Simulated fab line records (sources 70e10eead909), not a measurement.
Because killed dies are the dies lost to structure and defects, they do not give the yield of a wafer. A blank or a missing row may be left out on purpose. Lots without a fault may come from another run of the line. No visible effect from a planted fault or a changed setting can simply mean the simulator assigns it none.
fab line records	flow nand_harc
record lots=12	wafers=36	last_day=33
route steps=1302 shown P_START@1 P_ZERO_WELL@61 P_STI@90 P_GATE@142
lots that met no fault: taken from a fault-free run of the same line
start_h: start of the lot's first displayed wafer, in hours after the record's first day	wait_h: how many hours have passed since the lot's step before this one	" the same as in the row above	L1.1+2: several wafers, shown together as one row	- no value present, or no start provided	* or withheld: withheld	< > ~ a bound
route shown NAME@n: NAME is a module with steps in the file, n the number in the route of the first one	usual: average and standard deviation across the fault-free wafers	same: alike in all rows	chamber/n: place in a boat	sites: each site's reading	_std_site: the values' standard deviation	_edge_site: inner sites' mean taken away from outer sites' mean	radius_mm: how far each site lies from the wafer's centre	mask NAME#n: copy n	behind: the last tool/chamber to shape the wafer	hold: reason for holding the lot/hours on hold/outcome of the hold	device: names the non-switching transistor (n, p or np)	end of line: tests of these same wafers at the route's end	a step given without rows: its recipe and nothing more	killed: not the wafer's yield, but the dies lost to structure and defects at the first sort	map: a wafer's dies, marking killed ones x, the rest . and places with no die _
set.NAME: the setting as run; set.NAME@STEP: as run at that earlier step	model.NAME: the simulator's own value behind a step, which no gauge read
one table for each step of the route and one row for each wafer, over a sample of lots
services: a tool's chamber out of use, with start hour (start_h, from the record's first day; less than 0 if before it), hours out, and reason
## steps
# step NHARC_P_START_INSPECT_01
# usual raw_defect_count=3.6/1.9
lot.wafer	tool	chamber	start_h	wait_h	raw_defect_count
L212.3	defect_inspect-01	-	20.04	-	5
L212.4	"	-	"	"	4
L212.5	"	-	"	"	6
L214.1	defect_inspect-01	-	40.04	-	3
L214.3	"	-	"	"	2
L214.4	"	-	"	"	2
L215.2	defect_inspect-01	-	50.04	-	3
L215.4	"	-	"	"	5
L215.6	"	-	"	"	5
L217.1	defect_inspect-02	-	70.04	-	2
L217.2	"	-	"	"	2
L217.6	"	-	"	"	3
L219.1	defect_inspect-02	-	90.04	-	6
L219.3	"	-	"	"	4
L219.5	"	-	"	"	0
L220.1	defect_inspect-02	-	100.04	-	3
L220.3	"	-	"	"	3
L220.4	"	-	"	"	2
L221.2	defect_inspect-01	-	110.04	-	4
L221.4	"	-	"	"	3
L221.5	"	-	"	"	1
L224.1	defect_inspect-02	-	140.04	-	5
L224.4	"	-	"	"	2
L224.6	"	-	"	"	3
L232.1	defect_inspect-02	-	220.03	-	2
L232.4	"	-	"	"	5
L232.6	"	-	"	"	6
L233.1	defect_inspect-01	-	230.04	-	1
L233.3	"	-	"	"	6
L233.5	"	-	"	"	5
L234.1	defect_inspect-01	-	240.04	-	2
L234.2	"	-	"	"	7
L234.4	"	-	"	"	4
L235.1	defect_inspect-01	-	250.04	-	1
L235.4	"	-	"	"	3
L235.6	"	-	"	"	4
# step NHARC_P_ZERO_WELL_DESCUM_54
# recipe time_s=3	o2_flow_sccm=200	ar_flow_sccm=0	bias_power_w=0	chemistry=O2
# usual drypump_motor_current_A=5.5/0.39	oes_product_au=1.004/0.015	rf_vpp_V=57.7/0.81	showerhead_plenum_p_Torr=1.89/0.09	throttle_valve_pct=11.311/0.01
lot.wafer	tool	chamber	start_h	wait_h	drypump_motor_current_A	oes_product_au	rf_hours_counter_h	rf_vpp_V	showerhead_plenum_p_Torr	throttle_valve_pct
L212.3	rie_diel-03	3	25.95	-	5.8	1.013	29	56.2	1.88	11.318
L212.4	"	2	"	"	6.0	0.985	25	58.4	1.99	11.274
L212.5	"	0	"	"	6.1	0.986	-	58.1	1.87	11.303
L214.3	rie_diel-09	3	45.97	-	4.8	1.015	26	58.0	1.96	11.296
L214.1	"	1	"	"	5.5	1.002	17	59.5	1.86	11.294
L214.4	"	3	"	"	4.9	1.013	-	57.3	1.96	11.312
L215.2	rie_diel-09	3	55.89	-	4.9	1.006	29	58.2	1.96	11.310
L215.6	"	0	"	"	5.8	1.006	-	57.7	1.77	11.312
L215.4	"	3	"	"	4.9	1.009	-	57.3	1.96	11.328
L217.1	rie_diel-09	1	75.87	-	5.5	1.018	29	57.8	1.86	11.321
L217.2	"	0	"	"	5.8	1.013	36	58.0	1.77	11.330
L217.6	"	0	"	"	5.8	1.011	-	57.3	1.77	11.318
L219.3	rie_diel-09	3	95.91	-	4.9	1.015	45	58.2	1.95	11.308
L219.1	"	0	"	"	5.8	1.022	43	56.0	1.76	11.316
L219.5	"	0	"	"	5.8	1.008	-	57.5	1.77	11.309
L220.4	rie_diel-09	1	105.65	-	5.5	1.028	38	57.8	1.85	11.303
L220.1	"	2	"	"	5.5	0.981	19	57.8	1.86	11.311
L220.3	"	0	"	"	5.8	1.006	45	57.7	1.76	11.322
L221.2	rie_diel-09	1	115.95	-	5.5	1.022	45	58.5	1.85	11.301
L221.4	"	0	"	"	5.8	0.994	52	56.5	1.76	11.324
L221.5	"	1	"	"	5.5	1.016	-	57.3	1.85	11.310
L224.1	rie_diel-06	3	146.00	-	5.4	0.967	2	56.1	1.77	11.324
L224.4	"	0	"	"	5.4	0.969	2	59.0	2.08	11.307
L224.6	"	2	"	"	5.7	1.011	-	56.3	1.78	11.312
L232.1	rie_diel-03	0	228.97	-	6.1	0.995	36	55.8	1.85	11.293
L232.4	"	1	"	"	5.6	0.998	28	59.7	1.97	11.315
L232.6	"	0	"	"	6.1	0.997	-	57.6	1.85	11.299
L233.1	rie_diel-06	0	236.15	-	5.4	0.984	32	57.1	2.07	11.303
L233.3	"	2	"	"	5.7	1.008	39	58.3	1.77	11.303
L233.5	"	0	"	"	5.4	0.986	-	58.1	2.07	11.303
L234.4	rie_diel-09	1	245.94	-	5.5	1.019	29	57.8	1.84	11.306
L234.1	"	2	"	"	5.6	0.992	28	57.1	1.85	11.304
L234.2	"	3	"	"	4.8	1.013	32	57.9	1.94	11.321
L235.4	rie_diel-09	0	255.81	-	5.8	1.020	32	58.5	2.07	11.313
L235.1	"	3	"	"	4.9	1.020	37	57.6	1.94	11.314
L235.6	"	1	"	"	5.5	1.030	-	57.3	1.84	11.327
# step NHARC_P_STI_ETCH_15
# recipe target_depth_a=3000	taper_deg=4	time_s=100.1	hbr_flow_sccm=150	cl2_flow_sccm=50	rf_w=400	icp_w=400	bias_w=100	chemistry=HBr/Cl2
# usual drypump_motor_current_A=5.7/0.51	oes_product_au=0.997/0.013	throttle_valve_pct=26.406/0.0084
lot.wafer	tool	chamber	start_h	wait_h	drypump_motor_current_A	oes_product_au	rf_hours_counter_h	throttle_valve_pct
L212.4	rie_si-01	1	47.96	-	6.0	0.994	0.3	26.410
L212.3	"	2	"	"	5.7	1.004	0.3	26.399
L212.5	"	1	"	"	6.0	0.982	-	26.389
L214.1	rie_si-05	0	65.34	-	6.3	1.007	0.7	26.414
L214.4	"	1	"	"	4.9	0.976	0.6	26.404
L214.3	"	3	"	"	6.2	1.002	0.7	26.418
L215.4	rie_si-05	1	75.39	-	5.0	0.970	0.7	26.408
L215.2	"	2	"	"	6.3	0.989	0.6	26.406
L215.6	"	0	"	"	6.3	0.995	-	26.411
L217.2	rie_si-01	0	93.31	-	6.2	0.974	0.5	26.403
L217.1	"	1	"	"	6.0	0.989	0.6	26.397
L217.6	"	3	"	"	5.2	1.007	-	26.405
L219.1	rie_si-05	3	114.09	-	6.2	1.000	1.0	26.421
L219.3	"	0	"	"	6.3	0.990	1.1	26.392
L219.5	"	0	"	"	6.3	0.994	-	26.418
L220.1	rie_si-01	1	122.54	-	6.0	0.988	0.7	26.410
L220.3	"	3	"	"	5.2	0.987	0.5	26.413
L220.4	"	0	"	"	6.2	0.976	0.7	26.396
L221.4	rie_si-01	2	135.16	-	5.7	1.000	0.8	26.415
L221.2	"	3	"	"	5.2	0.998	0.6	26.409
L221.5	"	2	"	"	5.7	1.001	-	26.398
L224.1	rie_si-01	0	164.56	-	6.1	0.916	1.0	26.420
L224.4	"	1	"	"	6.1	0.990	1.2	26.397
L224.6	"	2	"	"	5.6	1.003	-	26.418
L232.1	rie_si-01	3	245.86	-	5.2	1.005	0.4	26.419
L232.4	"	0	"	"	6.1	0.991	0.2	26.400
L232.6	"	3	"	"	5.3	1.012	-	26.401
L233.3	rie_si-05	1	254.32	-	5.0	0.983	0.7	26.399
L233.1	"	0	"	"	6.3	1.005	0.7	26.400
L233.5	"	2	"	"	6.3	1.005	-	26.413
L234.4	rie_si-06	1	264.79	-	4.7	0.992	0.0	26.421
L234.1	"	2	"	"	6.2	0.994	0.0	26.419
L234.2	"	3	"	"	5.5	1.001	0.0	26.399
L235.4	rie_si-05	1	276.23	-	4.9	0.996	0.8	26.401
L235.1	"	2	"	"	6.3	1.017	0.8	26.406
L235.6	"	0	"	"	6.3	1.002	-	26.399
# step NHARC_P_STI_OCD_MEAS_17
# usual trench_depth_nm=299/5.9	trench_foot_cd_nm=159/3.1
lot.wafer	tool	chamber	start_h	wait_h	trench_depth_nm	trench_foot_cd_nm
L212.3	ocd-02	-	48.20	0.1	304	158
L212.4	"	-	"	"	296	159
L212.5	"	-	"	"	296	158
L214.1	ocd-01	-	65.59	0.1	298	161
L214.3	"	-	"	"	302	158
L214.4	"	-	"	"	290	158
L215.2	ocd-02	-	75.62	0.1	294	162
L215.4	"	-	"	"	291	159
L215.6	"	-	"	"	299	158
L217.1	ocd-01	-	93.54	0.1	293	159
L217.2	"	-	"	"	287	156
L217.6	"	-	"	"	305	154
L219.1	ocd-01	-	114.34	0.1	300	158
L219.3	"	-	"	"	296	157
L219.5	"	-	"	"	295	156
L220.1	ocd-02	-	122.79	0.1	294	159
L220.3	"	-	"	"	297	161
L220.4	"	-	"	"	290	167
L221.2	ocd-01	-	135.39	0.1	299	157
L221.4	"	-	"	"	302	161
L221.5	"	-	"	"	302	159
L224.1	ocd-02	-	164.78	0.1	261	162
L224.4	"	-	"	"	296	157
L224.6	"	-	"	"	303	155
L232.1	ocd-01	-	246.09	0.1	304	162
L232.4	"	-	"	"	300	155
L232.6	"	-	"	"	305	160
L233.1	ocd-02	-	254.57	0.1	301	160
L233.3	"	-	"	"	291	159
L233.5	"	-	"	"	301	162
L234.1	ocd-01	-	265.04	0.1	296	162
L234.2	"	-	"	"	299	162
L234.4	"	-	"	"	298	165
L235.1	ocd-01	-	276.45	0.1	308	157
L235.4	"	-	"	"	299	163
L235.6	"	-	"	"	301	165
# step NHARC_P_GATE_OVL_MEAS_27
# usual overlay_x_nm=0.0/0.93	overlay_y_nm=0.1/0.86
lot.wafer	tool	chamber	start_h	wait_h	overlay_x_nm	overlay_y_nm
L212.3	overlay-02	-	110.54	-	-0.4	0.1
L212.4	"	-	"	"	-1.2	-0.1
L212.5	"	-	"	"	-0.6	0.7
L214.1	overlay-02	-	122.69	-	-0.5	-1.1
L214.3	"	-	"	"	-0.6	-0.5
L214.4	"	-	"	"	-1.0	-0.7
L215.2	overlay-02	-	132.78	-	-0.3	0.2
L215.4	"	-	"	"	-0.5	0.4
L215.6	"	-	"	"	-0.7	0.7
L217.1	overlay-02	-	147.74	-	-0.1	-0.4
L217.2	"	-	"	"	0.1	-0.7
L217.6	"	-	"	"	0.8	-0.5
L219.1	overlay-02	-	164.69	-	0.0	0.0
L219.3	"	-	"	"	0.2	0.4
L219.5	"	-	"	"	0.6	0.0
L220.1	overlay-02	-	176.00	-	-0.3	1.2
L220.3	"	-	"	"	-1.1	1.2
L220.4	"	-	"	"	-0.1	1.2
L221.2	overlay-02	-	188.12	-	-0.3	-1.2
L221.4	"	-	"	"	-0.2	-1.4
L221.5	"	-	"	"	-0.4	-1.8
L224.1	overlay-02	-	213.56	-	-1.4	0.0
L224.4	"	-	"	"	-1.5	-0.3
L224.6	"	-	"	"	-0.7	-0.4
L232.1	overlay-01	-	301.70	-	0.8	0.0
L232.4	"	-	"	"	1.4	0.5
L232.6	"	-	"	"	0.6	-0.1
L233.1	overlay-01	-	308.29	-	1.1	0.6
L233.3	"	-	"	"	1.5	0.5
L233.5	"	-	"	"	1.4	0.1
L234.1	overlay-02	-	313.64	-	0.2	0.9
L234.2	"	-	"	"	0.1	1.4
L234.4	"	-	"	"	0.5	1.4
L235.1	overlay-01	-	327.51	-	0.2	0.1
L235.4	"	-	"	"	0.5	0.1
L235.6	"	-	"	"	0.2	-0.3
## services
tool	chamber	start_h	hours	kind
rie_si-01	-	16.00	9.0	pm
rie_diel-09	1	26.16	13.5	repair
rie_diel-06	1	30.17	14.9	repair
rie_diel-09	2	35.61	59.6	repair
rie_si-01	3	37.18	2.9	repair
rie_si-01	1	71.15	2.4	repair
rie_diel-03	-	104.68	9.0	pm
rie_diel-03	3	126.96	7.3	repair
rie_si-05	-	128.05	9.0	pm
rie_diel-06	-	130.25	9.0	pm
rie_diel-09	-	143.12	9.0	pm
rie_diel-03	-	154.30	1.0	repair
rie_si-05	-	178.26	0.5	repair
rie_diel-03	1	180.85	3.3	repair
rie_si-01	0	185.86	8.9	repair
rie_si-01	-	193.00	9.0	pm
rie_diel-03	-	198.92	1.2	repair
rie_diel-09	2	207.87	16.9	repair
rie_diel-03	1	220.33	4.7	repair
rie_si-01	0	223.54	10.3	repair
rie_diel-09	0	223.69	3.3	repair
rie_diel-03	1	243.73	20.0	repair
rie_diel-06	0	246.48	13.1	repair
rie_diel-06	1	253.98	13.5	repair
## key
first_sign step=NHARC_P_STI_ETCH_15	reading=oes_product_au	direction=down	sigmas=6.3	usual=0.997	struck=0.916
effect step=NHARC_P_STI_OCD_MEAS_17	reading=trench_depth_nm	direction=down	sigmas=6.5	usual=299	struck=261
met_at NHARC_P_STI_ETCH_15
struck_lots L224
struck_wafers L224.1
tester_left_out L224
not_acting_at NHARC_P_START_INSPECT_01,NHARC_P_ZERO_WELL_DESCUM_54,NHARC_P_GATE_OVL_MEAS_27
onset_between 122.54 164.56
fault kind=process_parameter_drift	tool=rie_si-01	chamber=0	onset_h=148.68	steps=NHARC_P_STI_ETCH_15	channel=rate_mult	offset=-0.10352	shape=step	end_h=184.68
# tester_left_out: of these lots the tester's yield and bins aren't shown, on N5 and GAA mostly nor the transistor test; their killed dies are dies lost to structure and defects alone, not to doping, threshold or leakage, so they don't give the yield
